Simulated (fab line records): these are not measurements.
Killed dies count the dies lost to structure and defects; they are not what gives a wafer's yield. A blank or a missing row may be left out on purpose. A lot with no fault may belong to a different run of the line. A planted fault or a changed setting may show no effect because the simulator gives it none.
Which tool was responsible? | flow nandHarc | 24 lots, 72 wafers sampled, at 5 steps of a route of 1159

## WHAT EACH GAUGE READ, for each wafer
NHARC_A_M0_OVL_MEAS_10: pitch 160 nm.
lot  | measured     | on         | overlayXNm (nm) | overlayYNm (nm)
L075 | day 17 21:40 | overlay-01 | 1.2 0.9 0.3     | 0.2 0.1 -0.1
L074 | day 17 22:07 | overlay-01 | -1.1 -0.7 -0.8  | -1.1 -1.3 -1.4
L077 | day 18 03:27 | overlay-01 | -0.1 0.7 0.4    | 0.6 0.4 0.7
L078 | day 18 03:46 | overlay-02 | 0.5 -0.1 1.1    | 0.5 0.5 0.6
L076 | day 18 07:05 | overlay-01 | 0.0 0.1 0.5     | -0.2 -0.2 -0.2
L080 | day 18 19:18 | overlay-02 | 2.0 1.6 1.4     | 1.2 1.7 1.8
L079 | day 18 19:47 | overlay-01 | -0.2 -0.1 -0.4  | 0.9 1.3 1.3
L083 | day 19 05:37 | overlay-02 | 0.0 -0.2 -0.1   | -0.3 -0.2 0.4
L082 | day 19 14:49 | overlay-02 | 0.2 0.5 0.7     | 0.4 0.5 0.7
L085 | day 19 22:02 | overlay-02 | -0.9 -1.2 -1.1  | 0.7 0.3 0.5
L081 | day 20 03:07 | overlay-01 | 0.3 -0.1 0.6    | -0.3 -1.0 -0.2
L084 | day 20 06:40 | overlay-01 | 1.9 1.5 1.1     | -0.7 -0.3 -0.2
L087 | day 20 07:14 | overlay-01 | 0.4 0.1 0.9     | 0.2 0.3 -0.2
L086 | day 20 08:14 | overlay-01 | -0.7 -0.8 -0.4  | -0.7 -1.1 -1.0
L089 | day 20 21:32 | overlay-01 | 1.3 0.1 0.8     | 1.8 1.1 0.8
L088 | day 21 03:20 | overlay-02 | 0.3 0.9 0.7     | -0.7 -0.3 -0.8
L090 | day 21 10:16 | overlay-02 | 0.2 -0.2 0.1    | -0.3 -0.3 -0.3
L091 | day 21 18:40 | overlay-01 | -1.1 -0.6 -0.9  | 0.2 0.1 0.6
L093 | day 21 22:02 | overlay-01 | -0.5 -0.4 0.0   | -1.0 -0.3 -0.6
L092 | day 21 23:41 | overlay-01 | 0.0 -0.1 -0.1   | -0.2 -0.3 -0.3
L095 | day 22 02:51 | overlay-01 | 0.3 0.9 1.0     | 0.9 0.8 1.3
L094 | day 22 06:52 | overlay-01 | 0.6 0.3 0.0     | 0.8 0.0 0.3
L097 | day 22 16:43 | overlay-02 | -0.8 -1.2 -1.0  | -0.2 -0.9 -0.3
L096 | day 23 01:50 | overlay-02 | -0.7 -0.7 -0.5  | 0.0 0.2 -0.2

NHARC_A_M0_CD_MEAS_16.
lot  | measured     | on       | cdNm (nm)
L075 | day 17 22:04 | cdSem-02 | 79.9 79.5 79.7
L074 | day 17 22:31 | cdSem-01 | 78.4 80.4 79.4
L077 | day 18 03:51 | cdSem-03 | 80.3 79.9 79.8
L078 | day 18 04:10 | cdSem-02 | 79.2 79.3 79.7
L076 | day 18 07:29 | cdSem-02 | 80.0 79.9 78.7
L080 | day 18 19:44 | cdSem-01 | 79.2 80.1 79.7
L079 | day 18 20:13 | cdSem-02 | 81.5 80.6 81.3
L083 | day 19 06:02 | cdSem-03 | 79.9 79.7 80.8
L082 | day 19 15:13 | cdSem-01 | 80.1 79.6 79.2
L085 | day 19 22:26 | cdSem-02 | 79.4 79.6 79.6
L081 | day 20 03:40 | cdSem-01 | 81.5 81.1 81.4
L084 | day 20 07:04 | cdSem-01 | 78.5 80.8 79.9
L087 | day 20 07:38 | cdSem-01 | 80.6 79.8 81.1
L086 | day 20 08:38 | cdSem-02 | 78.1 78.7 78.6
L089 | day 20 21:56 | cdSem-01 | 80.0 80.2 79.8
L088 | day 21 04:13 | cdSem-01 | 80.5 79.0 78.2
L090 | day 21 10:40 | cdSem-01 | 78.5 80.7 79.8
L091 | day 21 19:04 | cdSem-02 | 81.4 80.2 78.7
L093 | day 21 22:26 | cdSem-02 | 80.0 80.4 79.1
L092 | day 22 00:05 | cdSem-02 | 80.5 80.2 80.2
L095 | day 22 03:16 | cdSem-02 | 78.8 79.0 79.1
L094 | day 22 07:16 | cdSem-02 | 79.5 79.4 80.3
L097 | day 22 17:07 | cdSem-02 | 79.7 79.0 79.0
L096 | day 23 02:14 | cdSem-03 | 79.9 78.0 80.2

NHARC_A_M1_CD_MEAS_09: the cd target is 120 nm.
lot  | measured     | on       | cdNm (nm)
L075 | day 18 08:59 | cdSem-03 | 120.5 119.0 120.0
L074 | day 18 08:50 | cdSem-01 | 119.7 119.3 120.1
L077 | day 18 09:09 | cdSem-03 | 119.6 120.5 119.7
L078 | day 18 09:18 | cdSem-03 | 119.7 119.7 118.9
L076 | day 18 11:02 | cdSem-01 | 120.1 119.6 120.3
L080 | day 18 23:25 | cdSem-02 | 119.3 120.1 119.9
L079 | day 19 00:34 | cdSem-01 | 119.6 119.4 119.1
L083 | day 19 09:30 | cdSem-01 | 120.0 119.6 120.7
L082 | day 19 19:41 | cdSem-02 | 120.8 120.7 121.3
L085 | day 20 02:10 | cdSem-02 | 120.3 120.3 119.8
L081 | day 20 07:14 | cdSem-01 | 121.1 120.8 119.7
L084 | day 20 10:38 | cdSem-01 | 120.0 120.6 120.3
L087 | day 20 11:11 | cdSem-01 | 120.4 120.2 120.2
L086 | day 20 12:11 | cdSem-01 | 120.5 119.6 120.8
L089 | day 21 01:33 | cdSem-03 | 121.8 120.8 120.5
L088 | day 21 08:13 | cdSem-03 | 119.8 119.6 119.7
L090 | day 21 14:28 | cdSem-01 | 120.0 121.0 119.8
L091 | day 21 22:41 | cdSem-01 | 119.0 118.8 118.9
L093 | day 22 01:56 | cdSem-03 | 119.6 120.0 119.5
L092 | day 22 03:58 | cdSem-01 | 119.9 119.8 120.5
L095 | day 22 06:55 | cdSem-03 | 121.4 121.1 121.3
L094 | day 22 10:57 | cdSem-01 | 120.0 120.6 120.0
L097 | day 22 21:23 | cdSem-02 | 119.7 120.0 119.4
L096 | day 23 05:57 | cdSem-01 | 119.2 119.6 119.1

NHARC_A_M1_CD_MEAS_16.
lot  | measured     | on       | cdNm (nm)
L075 | day 18 09:31 | cdSem-03 | 120.7 118.6 119.6
L074 | day 18 09:20 | cdSem-02 | 119.8 119.4 121.0
L077 | day 18 09:41 | cdSem-01 | 119.8 119.5 119.9
L078 | day 18 09:49 | cdSem-02 | 120.5 119.4 119.4
L076 | day 18 11:32 | cdSem-03 | 120.4 120.1 120.7
L080 | day 18 23:55 | cdSem-03 | 119.9 120.6 120.0
L079 | day 19 01:04 | cdSem-03 | 119.4 120.0 119.0
L083 | day 19 10:00 | cdSem-01 | 120.0 120.3 121.0
L082 | day 19 20:10 | cdSem-03 | 120.6 120.5 120.4
L085 | day 20 02:40 | cdSem-01 | 120.9 120.1 119.4
L081 | day 20 07:43 | cdSem-01 | 120.5 121.1 120.0
L084 | day 20 11:07 | cdSem-02 | 120.1 121.0 120.5
L087 | day 20 11:41 | cdSem-01 | 120.4 120.2 119.6
L086 | day 20 12:41 | cdSem-01 | 120.8 120.0 120.3
L089 | day 21 02:02 | cdSem-01 | 122.1 120.8 120.8
L088 | day 21 08:49 | cdSem-03 | 119.5 119.2 119.4
L090 | day 21 14:58 | cdSem-03 | 120.0 120.4 118.8
L091 | day 21 23:11 | cdSem-03 | 119.6 118.8 118.8
L093 | day 22 02:26 | cdSem-03 | 120.3 118.9 120.0
L092 | day 22 04:27 | cdSem-01 | 120.1 119.7 119.8
L095 | day 22 07:25 | cdSem-01 | 121.8 121.0 122.0
L094 | day 22 11:26 | cdSem-01 | 119.6 121.0 119.5
L097 | day 22 21:53 | cdSem-03 | 120.1 120.4 119.2
L096 | day 23 06:26 | cdSem-03 | 118.6 117.9 120.2

## WHICH TOOL RAN EACH LOT (tool, then ch and the chambers of the sampled wafers, then the start)
lot  | NHARC_A_M1_ETCH_35
L075 | rieDiel-10 ch 1,2,3, day 18 09:16
L074 | rieDiel-04 ch 0,2,3, day 18 09:07
L077 | rieDiel-04 ch 0,2,3, day 18 09:25
L078 | rieDiel-04 ch 1,3, day 18 09:35
L076 | rieDiel-10 ch 0,2, day 18 11:19
L080 | rieDiel-10 ch 0,1,2, day 18 23:41
L079 | rieDiel-11 ch 0,1, day 19 00:50
L083 | rieDiel-04 ch 1,2,3, day 19 09:47
L082 | rieDiel-11 ch 0,1, day 19 19:57
L085 | rieDiel-10 ch 1,2, day 20 02:27
L081 | rieDiel-10 ch 1,3, day 20 07:31
L084 | rieDiel-10 ch 1,2, day 20 10:54
L087 | rieDiel-10 ch 0,2, day 20 11:28
L086 | rieDiel-10 ch 0,1,2, day 20 12:28
L089 | rieDiel-04 ch 0,2,3, day 21 01:50
L088 | rieDiel-10 ch 1,2,3, day 21 08:29
L090 | rieDiel-11 ch 0,3, day 21 14:44
L091 | rieDiel-04 ch 0,1, day 21 22:58
L093 | rieDiel-11 ch 0,2,3, day 22 02:13
L092 | rieDiel-10 ch 0,2, day 22 04:14
L095 | rieDiel-04 ch 0,3, day 22 07:11
L094 | rieDiel-10 ch 2,3, day 22 11:13
L097 | rieDiel-04 ch 0,2,3, day 22 21:40
L096 | rieDiel-11 ch 1,2,3, day 23 06:14
- NHARC_A_M1_ETCH_35: etches the open film in N2/H2, target depth 40 nm, overetch 12 nm, time 43.94 s.

## WHAT THE TOOLS THEMSELVES READ (means of the sampled wafers that have a number; where no wafer has one, the mark that the record gives instead)
NHARC_A_M1_ETCH_35.
lot  | tool       | drypumpMotorCurrentA (A) | n2FlowSccm (sccm) | oesProductAu (a.u.) | rfFwdPowerW (W) | rfVppV (V) | showerheadPlenumPTorr (Torr) | throttleValvePct (%)
L075 | rieDiel-10 | 5.3                      | 149.7             | 0.998               | 393.8           | 430.6      | 2.04                         | 14.167
L074 | rieDiel-04 | 5.8                      | 149.9             | 1.003               | 396.1           | 432.8      | 2.12                         | 14.178
L077 | rieDiel-04 | 5.8                      | 149.8             | 1.008               | 395.7           | 432.5      | 2.12                         | 14.162
L078 | rieDiel-04 | 6.1                      | 150.1             | 0.997               | 395.8           | 433.8      | 2.17                         | 14.168
L076 | rieDiel-10 | 5.4                      | 149.6             | 0.994               | 394.8           | 429.2      | 2.00                         | 14.166
L080 | rieDiel-10 | 5.3                      | 150.2             | 1.006               | 395.3           | 431.5      | 2.05                         | 14.173
L079 | rieDiel-11 | 5.7                      | 150.0             | 1.003               | 394.3           | 429.0      | 1.97                         | 14.172
L083 | rieDiel-04 | 6.0                      | 149.6             | 1.006               | 394.5           | 432.9      | 2.13                         | 14.166
L082 | rieDiel-11 | 5.7                      | 150.1             | 1.007               | 395.7           | 428.8      | 1.97                         | 14.174
L085 | rieDiel-10 | 5.3                      | 150.3             | 1.002               | 395.9           | 430.2      | 2.05                         | 14.176
L081 | rieDiel-10 | 5.4                      | 150.4             | 1.015               | 393.2           | 430.3      | 2.02                         | 14.170
L084 | rieDiel-10 | 5.3                      | 150.1             | 0.994               | 395.5           | 431.0      | 2.05                         | 14.182
L087 | rieDiel-10 | 5.4                      | 150.1             | 0.999               | 395.5           | 429.6      | 2.00                         | 14.181
L086 | rieDiel-10 | 5.3                      | 149.6             | 1.003               | 396.5           | 431.7      | 2.05                         | 14.173
L089 | rieDiel-04 | 5.8                      | 149.3             | 1.006               | 393.8           | 432.3      | 2.12                         | 14.173
L088 | rieDiel-10 | 5.3                      | 150.0             | 1.006               | 395.8           | 429.8      | 2.04                         | 14.177
L090 | rieDiel-11 | 5.5                      | 150.0             | 0.997               | 394.5           | 430.6      | 2.03                         | 14.179
L091 | rieDiel-04 | 5.9                      | 150.1             | 0.999               | 396.1           | 433.9      | 2.18                         | 14.175
L093 | rieDiel-11 | 5.5                      | 150.1             | 0.994               | 395.0           | 431.6      | 2.07                         | 14.176
L092 | rieDiel-10 | 5.4                      | 150.1             | 0.988               | 395.1           | 429.8      | 2.00                         | 14.170
L095 | rieDiel-04 | 6.1                      | 150.2             | 1.001               | 394.5           | 433.9      | 2.14                         | 14.169
L094 | rieDiel-10 | 5.4                      | 150.2             | 1.003               | 394.1           | 428.6      | 1.97                         | 14.163
L097 | rieDiel-04 | 5.8                      | 149.8             | 1.001               | 394.2           | 432.8      | 2.12                         | 14.171
L096 | rieDiel-11 | 5.4                      | 149.8             | 0.999               | 397.6           | 429.3      | 2.03                         | 14.166

## THE ANSWER, worked out from the rows above alone
Rule: the usual values come from the lots themselves. Put in order of their means at a reading, lots are off if they are a third of the lots or fewer, leave a main group of 4 or more, and stand apart from it by a gap of 3 or more times the standard deviation of the main group's means; of several such gaps the widest counts. If all means in a main group match to the digits the tables above print for the reading, that group is not used. Also off: a lot with no number at a reading for which 4 or more lots have one. Where the step has rows for the other lots, those lots are counted as sound. First the gauges in route order, then the tools' own readings, where a lot's mean is used as printed above. The first step at which some lot is off is used, and at that step the reading that is off furthest; a lot without a number counts as furthest.
Across all readings shown, no lot is off: no conclusion can be drawn from this.

## WHAT WAS PUT IN BY THE SIMULATOR
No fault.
